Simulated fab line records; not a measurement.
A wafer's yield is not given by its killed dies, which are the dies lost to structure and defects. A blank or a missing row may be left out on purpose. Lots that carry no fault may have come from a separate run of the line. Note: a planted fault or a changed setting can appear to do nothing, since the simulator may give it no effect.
A struck lot beside a sound one | flow n5 finfet | 39 out of 1938 route steps
Sound: wafers L244.3, L244.4, L244.5. Struck: wafer L243.6. (L243.3, L243.5 of the same lot were not struck and are left out.) The cause comes at the end.
Each step with rows lists, per side, the tool, then ch with its chambers, then its first start. Under that, the readings that differ: sound wafers | struck wafers | difference of the means | sigmas: that difference in standard deviations of wafers without a fault.
alike: same words and numbers on both sides, and readings whose means sit less than 2 such deviations apart. not compared: any withheld reading, any reading some wafer has no value for, any bound like >300 that may hide the same value, and any number with overlapping values for which the record gives no deviation.
A row with sigmas, a row that says differs or no value, or rows on one side alone: a step with any of these is where the two part. Numbers that have no deviation but don't overlap get no sigmas and don't part them. A reading that every wafer of one side lacks parts them only if that side has two wafers or more.

first, 9 steps without rows for these wafers: N5_PMOS_HMC_CHANNEL_EPI_SRD_25 (time 30 s); N5_PMOS_HMC_CHANNEL_EPI_EPI_26 (deposits Si from SiH4/H2, target thk 3.8 nm, time 22.7 s); N5_FIN_SAQP_PRECLEAN_42 (cleans in O3/DIW, time 60 s); N5_FIN_SAQP_PRECLEAN_00 (cleans in SC1, time 60 s); N5_FIN_SAQP_PRECLEAN_44 (cleans in SC2, time 45 s); N5_FIN_SAQP_SRD_01 (time 30 s); N5_FIN_SAQP_ALD_61 (deposits SiO2, target thk 4 nm, pulse time 1 s, purge time 2 s); N5_FIN_SAQP_DENSIFY_62 (time 60 s); N5_FIN_SAQP_HM_DEP_03 (deposits SiNx from SiH4/NH3/N2, target thk 38 nm, time 33.6 s).
N5_FIN_SAQP_PECVD_47: deposits a-Si from SiH4/He, target thk 45 nm, time 36.3 s.
  sound on pecvd-01 ch 0,1, day 5 15:44; struck on pecvd-04 ch 1, day 5 08:52
  reading                         | sound          | struck | difference | sigmas
  showerhead plenum p Torr (Torr) | 5.59 5.68 5.58 | 5.76   | +0.14      | +3
  alike: heater power w, throttle valve pct
then, 11 steps without rows for these wafers: N5_FIN_SAQP_PECVD_48 (deposits SiNx from SiH4/NH3/N2, target thk 25 nm, time 22.1 s); N5_FIN_SAQP_PECVD_06 (deposits a-Si from SiH4/He, target thk 60 nm, time 48.1 s); N5_FIN_SAQP_HM_DEP_72 (deposits SiO2 from SiH4/N2O, target thk 12 nm, time 7.2 s); N5_FIN_SAQP_COAT_49 (time 60 s, resist thk 100 nm); N5_FIN_SAQP_COAT_50 (time 60 s, resist thk 35 nm); N5_FIN_SAQP_COAT_10 (resist thk 90 nm); N5_FIN_SAQP_EBR_12; N5_FIN_SAQP_SOFTBAKE_11 (time 60 s); N5_FIN_SAQP_EXPOSE_13 (exposes mask FIN CORE, target cd 35.6 nm); N5_FIN_SAQP_PEB_14 (peb time 60 s); N5_FIN_SAQP_DEVELOP_15 (develop time 30 s).
N5_FIN_SAQP_INSPECT_18: inspects for defects (brightfield).
  sound on defect inspect-02 at day 5 16:28; struck on defect inspect-01 at day 5 09:35
  reading          | sound       | struck | difference | sigmas
  raw defect count | 491 292 426 | 1282   | +879       | +7
then, 14 steps without rows for these wafers: N5_FIN_SAQP_DESCUM_21 (chemistry O2, time 7.9 s); N5_FIN_SAQP_ETCH_51 (etches SiARC in CF4, target depth 45.5 nm, time 75.8 s); N5_FIN_SAQP_ETCH_52 (etches SOC in N2/H2, target depth 100 nm, overetch 20 nm, time 150 s); N5_FIN_SAQP_STRIP_53 (strips in N2/H2); N5_FIN_SAQP_HM_OPEN_73 (chemistry CHF3/O2, target SiO2, stops on a-Si, target depth 12 nm, time 16.8 s); N5_FIN_SAQP_STRIP_74 (strips in CHF3/O2); N5_FIN_SAQP_MANDREL_ETCH_22 (etches a-Si in HBr/Cl2, stops on SiNx, target depth 60 nm, bt time 10 s, time 30 s); N5_FIN_SAQP_STRIP_55 (strips in N2/H2); N5_FIN_SAQP_STRIP_23 (strips in SPM, time 750 s); N5_FIN_SAQP_SRD_66 (time 30 s); N5_FIN_SAQP_RECESS_75 (chemistry HF/NH3, target SiO2, target depth 14.4 nm, afs cycles 3, sublimation time 60 s); N5_FIN_SAQP_SPACER1_ALD_24 (deposits SiO2, target thk 20.3 nm, pulse time 1 s, purge time 2 s); N5_FIN_SAQP_SPACER1_ETCHBACK_25 (etches SiO2 in CHF3/O2, target depth 24.4 nm, time 12.2 s); N5_FIN_SAQP_MANDREL1_REMOVE_56 (chemistry HBr/Cl2/O2, target a-Si, stops on SiNx, bt time 10 s).
N5_FIN_SAQP_INSPECT_40: inspects for defects (brightfield).
  sound on defect inspect-02 at day 5 21:13; struck on defect inspect-01 at day 5 13:46
  reading          | sound       | struck | difference | sigmas
  raw defect count | 223 176 269 | 1189   | +966       | +13
N5_FIN_CUT_INSPECT_10: inspects for defects (brightfield).
  sound on defect inspect-02 at day 5 21:37; struck on defect inspect-02 at day 5 14:10
  reading          | sound    | struck | difference | sigmas
  raw defect count | 36 40 59 | 1021   | +976       | +75
-- a jump in the record: the struck wafers' starts before and after are 13 days apart (it breaks off in module FIN_CUT and resumes in module PASSIVATION, where the first step shown is number 1936 of the route) --
N5_PASSIVATION_PROBE_49:
  sound on prober-02 at day 18 15:50; struck on prober-01 at day 18 09:02
  reading             | sound      | struck | difference | sigmas
  killed at front end | 38 39 39   | 165    | +126       | +13
  killed dies         | 104 94 107 | 229    | +127       | +8
  alike: killed_at_M0_to_M3, killed_at_M4_up, killed at contacts, killed at other, killed open, killed short

WHERE THEY PART
At N5_FIN_SAQP_PECVD_47 first; at N5_PASSIVATION_PROBE_49 last (within this record only).

WHY: what the simulator had put in
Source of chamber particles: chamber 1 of pecvd-04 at N5_FIN_SAQP_PECVD_47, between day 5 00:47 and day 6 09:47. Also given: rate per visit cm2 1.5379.
